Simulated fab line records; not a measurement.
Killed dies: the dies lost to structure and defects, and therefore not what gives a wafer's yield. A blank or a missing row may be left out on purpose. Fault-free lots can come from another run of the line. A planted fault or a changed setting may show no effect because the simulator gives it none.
Which tool was responsible? :: flow nand-harc :: 13 lots with 39 wafers sampled at 5 steps, on a route of 1302 steps

== WHAT THE GAUGES SHOWED, per wafer ==
NHARC_P_ZERO_WELL_INSPECT_43. Usual: raw-defect-count 13, standard deviation 5.4.
lot: L921
measured: day 2 03:37
on: defect-inspect-01
raw-defect-count: 12 8 5
flag: 

lot: L922
measured: day 2 13:37
on: defect-inspect-01
raw-defect-count: 19 14 13
flag: 

lot: L923
measured: day 2 23:33
on: defect-inspect-02
raw-defect-count: 14 7 6
flag: 

lot: L926
measured: day 4 05:49
on: defect-inspect-01
raw-defect-count: 6 11 11
flag: 

lot: L927
measured: day 4 15:42
on: defect-inspect-01
raw-defect-count: 10 17 10
flag: 

lot: L929
measured: day 5 13:23
on: defect-inspect-01
raw-defect-count: 11 8 10
flag: 

lot: L930
measured: day 5 21:34
on: defect-inspect-01
raw-defect-count: 21 25 20
flag: 

lot: L931
measured: day 6 07:29
on: defect-inspect-02
raw-defect-count: 8 10 9
flag: 

lot: L935
measured: day 7 23:35
on: defect-inspect-02
raw-defect-count: 14 14 23
flag: 

lot: L937
measured: day 8 19:47
on: defect-inspect-01
raw-defect-count: 10 18 13
flag: 

lot: L939
measured: day 9 15:36
on: defect-inspect-01
raw-defect-count: 7 11 8
flag: 

lot: L943
measured: day 11 07:41
on: defect-inspect-01
raw-defect-count: 10 16 5
flag: 

lot: L944
measured: day 11 17:32
on: defect-inspect-01
raw-defect-count: 9 4 9
flag: 

NHARC_P_STI_CD_MEAS_16. Usual: cd-nm 199.2 nm, standard deviation 1.8.
lot: L921
measured: day 2 20:55
on: cd-sem-01
cd-nm (nm): 198.0 198.9 198.9
flag: 

lot: L922
measured: day 3 09:44
on: cd-sem-01
cd-nm (nm): 197.9 200.4 199.2
flag: 

lot: L923
measured: day 3 19:52
on: cd-sem-01
cd-nm (nm): 198.2 197.2 199.2
flag: 

lot: L926
measured: day 5 02:25
on: cd-sem-03
cd-nm (nm): 201.9 200.2 198.8
flag: 

lot: L927
measured: day 5 10:42
on: cd-sem-02
cd-nm (nm): 201.4 201.5 201.2
flag: 

lot: L929
measured: day 6 07:22
on: cd-sem-02
cd-nm (nm): 199.7 196.2 198.5
flag: 

lot: L930
measured: day 6 14:00
on: cd-sem-01
cd-nm (nm): 199.9 198.8 199.3
flag: 

lot: L931
measured: day 6 23:32
on: cd-sem-01
cd-nm (nm): 198.2 196.5 198.5
flag: 

lot: L935
measured: day 8 20:08
on: cd-sem-03
cd-nm (nm): 200.5 200.9 198.9
flag: 

lot: L937
measured: day 9 11:10
on: cd-sem-03
cd-nm (nm): 200.3 198.9 199.1
flag: 

lot: L939
measured: day 10 07:42
on: cd-sem-01
cd-nm (nm): 197.5 199.9 196.9
flag: 

lot: L943
measured: day 11 23:35
on: cd-sem-03
cd-nm (nm): 199.1 196.5 197.0
flag: 

lot: L944
measured: day 12 11:29
on: cd-sem-02
cd-nm (nm): 195.9 196.5 197.6
flag: 

NHARC_END_SORT_01. Usual: killed-at-array 54, standard deviation 23; killed-at-other 1.2, standard deviation 1.5; killed-at-periphery 3.9, standard deviation 2.5; killed-dies 59, standard deviation 23; killed-open 3.2, standard deviation 1.7; killed-short 2.4, standard deviation 1.6.
lot: L921
measured: day 24 13:37
on: prober-01
killed-at-array: 84 78 84
killed-at-other: 0 2 0
killed-at-periphery: 5 7 3
killed-dies: 89 87 87
killed-open: 3 4 2
killed-short: 1 1 2
flag: 

lot: L922
measured: day 24 21:56
on: prober-02
killed-at-array: 57 65 69
killed-at-other: 1 0 1
killed-at-periphery: 6 5 7
killed-dies: 64 70 77
killed-open: 4 1 3
killed-short: 1 2 1
flag: 

lot: L927
measured: day 27 08:31
on: prober-02
killed-at-array: 25 19 24
killed-at-other: 2 5 1
killed-at-periphery: 2 3 1
killed-dies: 29 27 26
killed-open: 3 2 3
killed-short: 1 0 2
flag: 

lot: L931
measured: day 28 12:30
on: prober-02
killed-at-array: 76 74 82
killed-at-other: 1 0 1
killed-at-periphery: 1 0 2
killed-dies: 78 74 85
killed-open: 4 0 7
killed-short: 4 3 4
flag: 

lot: L935
measured: day 30 17:50
on: prober-02
killed-at-array: 20 23 25
killed-at-other: 0 1 0
killed-at-periphery: 8 10 4
killed-dies: 28 34 29
killed-open: 5 2 4
killed-short: 3 3 1
flag: 

lot: L937
measured: day 31 14:53
on: prober-01
killed-at-array: 58 65 69
killed-at-other: 1 0 0
killed-at-periphery: 1 4 4
killed-dies: 60 69 73
killed-open: 4 5 1
killed-short: 4 1 0
flag: 

lot: L939
measured: day 32 06:31
on: prober-02
killed-at-array: 75 82 83
killed-at-other: 1 0 0
killed-at-periphery: 3 4 3
killed-dies: 79 86 86
killed-open: 1 2 3
killed-short: 0 3 2
flag: 

== TOOL THAT RAN EACH LOT (tool first, then ch and the chambers of the sampled wafers, then the start) ==
lot: L921
NHARC_P_GATE_EXPOSE_08: krf-scanner-03 ch 0, day 4 07:13
NHARC_P_GATE_DESCUM_13: rie-diel-07 ch 0,3, day 4 07:32

lot: L922
NHARC_P_GATE_EXPOSE_08: krf-scanner-03 ch 0, day 4 23:40
NHARC_P_GATE_DESCUM_13: rie-diel-10 ch 0,1,3, day 5 00:02

lot: L923
NHARC_P_GATE_EXPOSE_08: krf-scanner-04 ch 0, day 5 13:26
NHARC_P_GATE_DESCUM_13: rie-diel-10 ch 1,2, day 5 13:45

lot: L926
NHARC_P_GATE_EXPOSE_08: krf-scanner-04 ch 0, day 6 16:50
NHARC_P_GATE_DESCUM_13: rie-diel-10 ch 1,2,3, day 6 17:10

lot: L927
NHARC_P_GATE_EXPOSE_08: krf-scanner-02 ch 0, day 6 21:37
NHARC_P_GATE_DESCUM_13: rie-diel-07 ch 1,2, day 6 21:56

lot: L929
NHARC_P_GATE_EXPOSE_08: krf-scanner-04 ch 0, day 7 23:21
NHARC_P_GATE_DESCUM_13: rie-diel-07 ch 0,1,2, day 7 23:40

lot: L930
NHARC_P_GATE_EXPOSE_08: krf-scanner-04 ch 0, day 7 23:23
NHARC_P_GATE_DESCUM_13: rie-diel-10 ch 1,2,3, day 7 23:44

lot: L931
NHARC_P_GATE_EXPOSE_08: krf-scanner-02 ch 0, day 8 17:00
NHARC_P_GATE_DESCUM_13: rie-diel-07 ch 1,3, day 8 17:19

lot: L935
NHARC_P_GATE_EXPOSE_08: krf-scanner-04 ch 0, day 10 11:46
NHARC_P_GATE_DESCUM_13: rie-diel-10 ch 1,2,3, day 10 12:06

lot: L937
NHARC_P_GATE_EXPOSE_08: krf-scanner-04 ch 0, day 11 01:59
NHARC_P_GATE_DESCUM_13: rie-diel-13 ch 1,2, day 11 02:17

lot: L939
NHARC_P_GATE_EXPOSE_08: krf-scanner-04 ch 0, day 11 20:24
NHARC_P_GATE_DESCUM_13: rie-diel-07 ch 0,1, day 11 20:43

lot: L943
NHARC_P_GATE_EXPOSE_08: krf-scanner-02 ch 0, day 13 09:43
NHARC_P_GATE_DESCUM_13: rie-diel-10 ch 1,2, day 13 10:02

lot: L944
NHARC_P_GATE_EXPOSE_08: krf-scanner-02 ch 0, day 14 00:07
NHARC_P_GATE_DESCUM_13: rie-diel-07 ch 2,3, day 14 00:26
- NHARC_P_GATE_EXPOSE_08: exposes mask P HV.
- NHARC_P_GATE_DESCUM_13: chemistry O2, time 3 s.

== WHAT THE TOOLS THEMSELVES READ (means of the sampled wafers that have a number; where no wafer has one, the mark that the record gives instead) ==
NHARC_P_GATE_EXPOSE_08. Usual: exposure-dose-mJ-cm2 16.751, standard deviation 0.018; focus-offset-nm -0.1 nm, standard deviation 0.5.
lot: L921
tool: krf-scanner-03
exposure-dose-mJ-cm2: 16.750
focus-offset-nm (nm): -0.8
flag: 

lot: L922
tool: krf-scanner-03
exposure-dose-mJ-cm2: 16.759
focus-offset-nm (nm): -0.5
flag: 

lot: L923
tool: krf-scanner-04
exposure-dose-mJ-cm2: 16.763
focus-offset-nm (nm): -0.4
flag: 

lot: L926
tool: krf-scanner-04
exposure-dose-mJ-cm2: 16.761
focus-offset-nm (nm): -0.3
flag: 

lot: L927
tool: krf-scanner-02
exposure-dose-mJ-cm2: 16.749
focus-offset-nm (nm): 0.2
flag: 

lot: L929
tool: krf-scanner-04
exposure-dose-mJ-cm2: 16.732
focus-offset-nm (nm): -0.1
flag: 

lot: L930
tool: krf-scanner-04
exposure-dose-mJ-cm2: 16.759
focus-offset-nm (nm): 0.3
flag: 

lot: L931
tool: krf-scanner-02
exposure-dose-mJ-cm2: 16.752
focus-offset-nm (nm): 0.2
flag: 

lot: L935
tool: krf-scanner-04
exposure-dose-mJ-cm2: 16.402
focus-offset-nm (nm): 0.3
flag: OFF

lot: L937
tool: krf-scanner-04
exposure-dose-mJ-cm2: 16.401
focus-offset-nm (nm): -0.0
flag: OFF

lot: L939
tool: krf-scanner-04
exposure-dose-mJ-cm2: 16.376
focus-offset-nm (nm): -0.3
flag: OFF

lot: L943
tool: krf-scanner-02
exposure-dose-mJ-cm2: 16.733
focus-offset-nm (nm): 0.1
flag: 

lot: L944
tool: krf-scanner-02
exposure-dose-mJ-cm2: 16.752
focus-offset-nm (nm): 0.5
flag: 

NHARC_P_GATE_DESCUM_13. Usual: drypump-motor-current-A 5.7 A, standard deviation 0.44; oes-product-au 0.998 a.u., standard deviation 0.0083; rf-vpp-V 57.9 V, standard deviation 0.84; showerhead-plenum-p-Torr 1.95 Torr, standard deviation 0.072; throttle-valve-pct 11.311 %, standard deviation 0.0087.
lot: L921
tool: rie-diel-07
drypump-motor-current-A (A): 6.1
oes-product-au (a.u.): 0.986
rf-vpp-V (V): 57.3
showerhead-plenum-p-Torr (Torr): 1.88
throttle-valve-pct (%): 11.306
flag: 

lot: L922
tool: rie-diel-10
drypump-motor-current-A (A): 5.7
oes-product-au (a.u.): 1.005
rf-vpp-V (V): 58.4
showerhead-plenum-p-Torr (Torr): 1.92
throttle-valve-pct (%): 11.306
flag: 

lot: L923
tool: rie-diel-10
drypump-motor-current-A (A): 6.1
oes-product-au (a.u.): 1.000
rf-vpp-V (V): 58.4
showerhead-plenum-p-Torr (Torr): 1.98
throttle-valve-pct (%): 11.319
flag: 

lot: L926
tool: rie-diel-10
drypump-motor-current-A (A): 5.9
oes-product-au (a.u.): 0.993
rf-vpp-V (V): 57.7
showerhead-plenum-p-Torr (Torr): 1.95
throttle-valve-pct (%): 11.309
flag: 

lot: L927
tool: rie-diel-07
drypump-motor-current-A (A): 5.4
oes-product-au (a.u.): 0.994
rf-vpp-V (V): 57.0
showerhead-plenum-p-Torr (Torr): 1.90
throttle-valve-pct (%): 11.315
flag: 

lot: L929
tool: rie-diel-07
drypump-motor-current-A (A): 5.8
oes-product-au (a.u.): 0.997
rf-vpp-V (V): 57.3
showerhead-plenum-p-Torr (Torr): 1.87
throttle-valve-pct (%): 11.307
flag: 

lot: L930
tool: rie-diel-10
drypump-motor-current-A (A): 5.9
oes-product-au (a.u.): 0.998
rf-vpp-V (V): 58.3
showerhead-plenum-p-Torr (Torr): 1.95
throttle-valve-pct (%): 11.306
flag: 

lot: L931
tool: rie-diel-07
drypump-motor-current-A (A): 5.9
oes-product-au (a.u.): 0.999
rf-vpp-V (V): 57.8
showerhead-plenum-p-Torr (Torr): 1.96
throttle-valve-pct (%): 11.311
flag: 

lot: L935
tool: rie-diel-10
drypump-motor-current-A (A): 5.9
oes-product-au (a.u.): 0.992
rf-vpp-V (V): 57.9
showerhead-plenum-p-Torr (Torr): 1.95
throttle-valve-pct (%): 11.310
flag: 

lot: L937
tool: rie-diel-13
drypump-motor-current-A (A): 5.2
oes-product-au (a.u.): 0.998
rf-vpp-V (V): 57.3
showerhead-plenum-p-Torr (Torr): 2.02
throttle-valve-pct (%): 11.313
flag: 

lot: L939
tool: rie-diel-07
drypump-motor-current-A (A): 6.2
oes-product-au (a.u.): 0.990
rf-vpp-V (V): 55.9
showerhead-plenum-p-Torr (Torr): 1.83
throttle-valve-pct (%): 11.302
flag: 

lot: L943
tool: rie-diel-10
drypump-motor-current-A (A): 6.1
oes-product-au (a.u.): 0.992
rf-vpp-V (V): 57.9
showerhead-plenum-p-Torr (Torr): 1.98
throttle-valve-pct (%): 11.306
flag: 

lot: L944
tool: rie-diel-07
drypump-motor-current-A (A): 5.5
oes-product-au (a.u.): 0.992
rf-vpp-V (V): 58.0
showerhead-plenum-p-Torr (Torr): 1.98
throttle-valve-pct (%): 11.317
flag: 

== THE ANSWER, worked out from the rows above alone ==
Rule: a lot counts as off when the mean over its wafers that have a number is more than 3 standard deviations away from the usual mean. A lot without any number at a reading at which 4 lots or more have one is off too. Any other lot the step has rows for is counted as sound. Order of review: gauges by route order, followed by the tools' own readings, for which a lot's mean as printed above is used. At the first step where some lot is off, the reading lying furthest off is the one used; lots without a number count as furthest.
Off: L935, L937, L939 (NHARC_P_GATE_EXPOSE_08, exposure-dose-mJ-cm2).
A tool fits if, at that step or a process step before it, it ran every lot that is off, and no sound lot after the first of them. One candidate fits, namely krf-scanner-04 at NHARC_P_GATE_EXPOSE_08. A fault onset in the window from L930 (day 7 23:23, its last sound lot) to L935 (day 10 11:46, its first lot off) fits.
On the lots that are off, the tool's own readings at NHARC_P_GATE_EXPOSE_08 differ by more than 5 times the standard deviation of the sound lots' means, which bears it out; exposure-dose-mJ-cm2 reads 16.393 there versus 16.751 on the sound lots.

== WHAT WAS PUT IN BY THE SIMULATOR ==
Process parameters drifting: krf-scanner-04 at NHARC_P_GATE_EXPOSE_08, beginning at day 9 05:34. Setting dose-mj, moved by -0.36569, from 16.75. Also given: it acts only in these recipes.
Shown lots that were struck: L935, L937, L939. The rule given above showed the same thing.
